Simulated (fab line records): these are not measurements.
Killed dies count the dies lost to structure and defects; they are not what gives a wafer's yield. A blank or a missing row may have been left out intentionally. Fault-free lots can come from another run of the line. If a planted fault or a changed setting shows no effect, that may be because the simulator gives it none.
Chamber matching	flow nand-harc	NHARC_P_CONTACT_CMP_01 on cmp-02 has 4 sister chambers
The step polishes SiO2, target thk 200 nm. 8 wafers are shown with their chamber, then 8 later ones without.

== WAFERS, EACH WITH ITS CHAMBER ==
wafer	chamber	motor-current-A (A)	edge-zone-pressure-frac
L368.5	2	13.9	0.997
L374.2	2	13.6	1.002
L374.4	0	13.5	1.002
L374.5	0	12.6	1.002
L376.1	3	9.9	0.994
L376.4	1	10.3	0.997
L376.5	3	9.9	1.003
L380.1	1	10.1	1.000

== WAFERS WHOSE CHAMBER IS MISSING ==
wafer	motor-current-A (A)	edge-zone-pressure-frac
L380.2	10.1	1.007
L380.4	13.1	0.995
L384.1	13.1	1.003
L384.3	9.9	0.995
L384.6	10.2	0.998
L385.1	12.7	1.004
L385.2	12.5	1.005
L385.3	10.0	1.001

== EACH ONE'S CHAMBER ==
wafer	from the rows above	in truth
L380.2	can't be placed: 1 or 3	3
L380.4	can't be placed: 0 or 2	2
L384.1	can't be placed: 0 or 2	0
L384.3	can't be placed: 3 or 1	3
L384.6	can't be placed: 1 or 3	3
L385.1	0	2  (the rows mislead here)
L385.2	0	0
L385.3	can't be placed: 3 or 1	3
Placed correctly: 1 of 8. Not placeable from these rows: 6 (in 6, the candidates include the true chamber). 1 placed wrongly.
How it was worked out, from the rows above alone: a wafer's distance from a chamber is the root of the sum, over the readings, of the square of ((its reading less the chamber's mean) divided by the reading's scatter). The wafer belongs to the nearest chamber; if the next one is less than 2 further off, it can't be placed. For every chamber, the mean is computed from those of its wafers that are shown. The scatter is the square root of a quotient: the sum, over the shown wafers, of each reading's squared deviation from its chamber's mean, divided by wafers minus chambers.
